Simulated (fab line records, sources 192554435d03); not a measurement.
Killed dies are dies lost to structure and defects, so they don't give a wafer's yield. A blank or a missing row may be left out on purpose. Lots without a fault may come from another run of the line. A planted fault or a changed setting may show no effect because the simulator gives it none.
Split-lot experiment | flow n5_finfet | 7 lots, 39 wafers read, on a route of 1938 steps

THE SPLIT
At N5_FIN_SAQP_HM_DEP_03 (deposits SiNx from SiH4/NH3/N2, target thk 38 nm, time 33.6 s), the setting target_thk_a was moved away from the recipe's 380 angstrom on 18 of the 39 wafers read, by -51.3% to +41.7%. The other wafers ran this setting at the recipe's value.

FROM THE SPLIT TO THE READING: what the file shows between them, 4 steps
- N5_FIN_SAQP_THK_MEAS_05
- N5_FIN_SAQP_PECVD_47: deposits a-Si from SiH4/He, target thk 45 nm, time 36.3 s
- N5_FIN_SAQP_PECVD_48: deposits SiNx from SiH4/NH3/N2, target thk 25 nm, time 22.1 s
- N5_FIN_SAQP_MANDREL2_REMOVE_60: chemistry HBr/Cl2/O2, target a-Si, stops on SiNx, bt time 10 s

THE READING
etch.depth_nm (the simulator's own value, which no gauge read), in nm, at N5_FIN_SAQP_HM_OPEN_33 (chemistry CH3F/O2, target SiNx, target depth 49.4 nm, time 70.6 s). The file gives no usual value for it. The 21 wafers here that ran the recipe average 37.21 nm, standard deviation 0.5 nm.

wafer  | tool, chamber at the split | target_thk_a as run, angstrom | against the recipe | etch.depth_nm, nm | against lot-mates on the recipe
L076.1 | pecvd-01, 2                | 280.2                         | -26.3%             | 26.97             | -10.18
L076.2 | pecvd-01, 0                | 380                           | recipe             | 36.82             | -
L076.3 | pecvd-01, 1                | 280.2                         | -26.3%             | 27.02             | -10.13
L076.4 | pecvd-01, 1                | 380                           | recipe             | 37.18             | -
L076.5 | pecvd-01, 2                | 380                           | recipe             | 37.44             | -
L076.6 | pecvd-01, 0                | 280.2                         | -26.3%             | 28.26             | -8.89
L083.1 | pecvd-04, 0                | 443.2                         | +16.6%             | 42.88             | +5.91
L083.2 | pecvd-04, 1                | 380                           | recipe             | 36.7              | -
L083.3 | pecvd-04, 2                | 443.2                         | +16.6%             | 43.27             | +6.30
L083.4 | pecvd-04, 1                | 380                           | recipe             | 36.95             | -
L083.5 | pecvd-04, 0                | 443.2                         | +16.6%             | 44.14             | +7.17
L083.6 | pecvd-04, 2                | 380                           | recipe             | 37.27             | -
L084.1 | pecvd-01, 1                | 380                           | recipe             | 36.83             | -
L084.2 | pecvd-01, 0                | 223.1                         | -41.3%             | 21.75             | -15.58
L084.3 | pecvd-01, 2                | 380                           | recipe             | 37.98             | -
L084.4 | pecvd-01, 0                | 223.1                         | -41.3%             | 21.74             | -15.59
L084.5 | pecvd-01, 2                | 223.1                         | -41.3%             | 22.42             | -14.91
L084.6 | pecvd-01, 1                | 380                           | recipe             | 37.19             | -
L085.1 | pecvd-04, 2                | 184.9                         | -51.3%             | 17.68             | -19.24
L085.2 | pecvd-04, 1                | 380                           | recipe             | 36.31             | -
L085.3 | pecvd-04, 0                | 184.9                         | -51.3%             | 17.19             | -19.73
L085.4 | pecvd-04, 2                | 380                           | recipe             | 37.47             | -
L085.5 | pecvd-04, 1                | 380                           | recipe             | 36.97             | -
L085.6 | pecvd-04, 0                | 184.9                         | -51.3%             | 17.66             | -19.26
L090.1 | pecvd-02, 0                | 498.4                         | +31.2%             | 48.98             | +11.79
L090.2 | pecvd-02, 1                | 380                           | recipe             | 36.94             | -
L090.3 | pecvd-02, 2                | 380                           | recipe             | 36.74             | -
L090.4 | pecvd-02, 1                | 380                           | recipe             | 37.88             | -
L090.5 | pecvd-02, 2                | 498.4                         | +31.2%             | 49.64             | +12.45
L090.6 | pecvd-02, 0                | 498.4                         | +31.2%             | 49.55             | +12.36
L093.1 | pecvd-02, 1                | 380                           | recipe             | 36.99             | -
L093.2 | pecvd-02, 0                | 380                           | recipe             | 37.92             | -
L093.6 | pecvd-02, 0                | 380                           | recipe             | 38.5              | -
L095.1 | pecvd-01, 0                | 380                           | recipe             | 37.05             | -
L095.2 | pecvd-01, 2                | 380                           | recipe             | 37.2              | -
L095.3 | pecvd-01, 1                | 380                           | recipe             | 37                | -
L095.4 | pecvd-01, 2,0              | 538.3                         | +41.7%             | 53.63             | +16.55
L095.5 | pecvd-01, 2,0              | 538.3                         | +41.7%             | 53.69             | +16.61
L095.6 | pecvd-01, 1                | 538.3                         | +41.7%             | 53.46             | +16.38
Where a row lists several chambers, the file gives one row for several wafers and doesn't say which wafer went through which chamber.

THE FIT
A straight line over all 39 wafers: etch.depth_nm changes by +0.383 nm for each +1% of target_thk_a; r = +1.00; the points scatter about the line by 0.51 nm.
The same after taking each lot's own level away (the mean of its wafers on the recipe; 39 wafers): +0.383 nm for each +1%; r = +1.00; scatter 0.46 nm.
On that fit, the largest move of target_thk_a shifts the reading by 20 nm.
The lots' own levels span 36.917 to 37.803 nm, that is 1.8 times the standard deviation above.
So the lot-to-lot level changes the slope little: the two slopes agree.
Check: with one of the wafers moved furthest among these (-51.3%) left out of the fit, the line predicts -19.5 nm for it against its lot-mates. It came out at -19.2 nm against them.

THE WHOLE CHAIN: every reading that the file lists as answering this split, in the file's order
step                    | what it does                                                      | reading                                                                            | change (the file's fit)               | r (the file's)
N5_FIN_SAQP_HM_DEP_03   | deposits SiNx from SiH4/NH3/N2, target thk 38 nm, time 33.6 s     | SiNx_of_FIN_SAQP_HM_DEP_03.thk_nm (the simulator's own value, which no gauge read) | +0.382 nm for each +1% of the setting | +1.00
N5_FIN_SAQP_THK_MEAS_05 |                                                                   | thk_nm                                                                             | withheld for each +1% of the setting  | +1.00
N5_FIN_SAQP_HM_OPEN_33  | chemistry CH3F/O2, target SiNx, target depth 49.4 nm, time 70.6 s | etch_rf_on_time_s                                                                  | withheld for each +1% of the setting  | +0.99
N5_FIN_SAQP_HM_OPEN_33  | chemistry CH3F/O2, target SiNx, target depth 49.4 nm, time 70.6 s | etch.depth_nm (the simulator's own value, which no gauge read)                     | +0.382 nm for each +1% of the setting | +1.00

THE FILE'S OWN FIT
etch.depth_nm changes by +0.382 nm for each +1% of target_thk_a, r = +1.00.
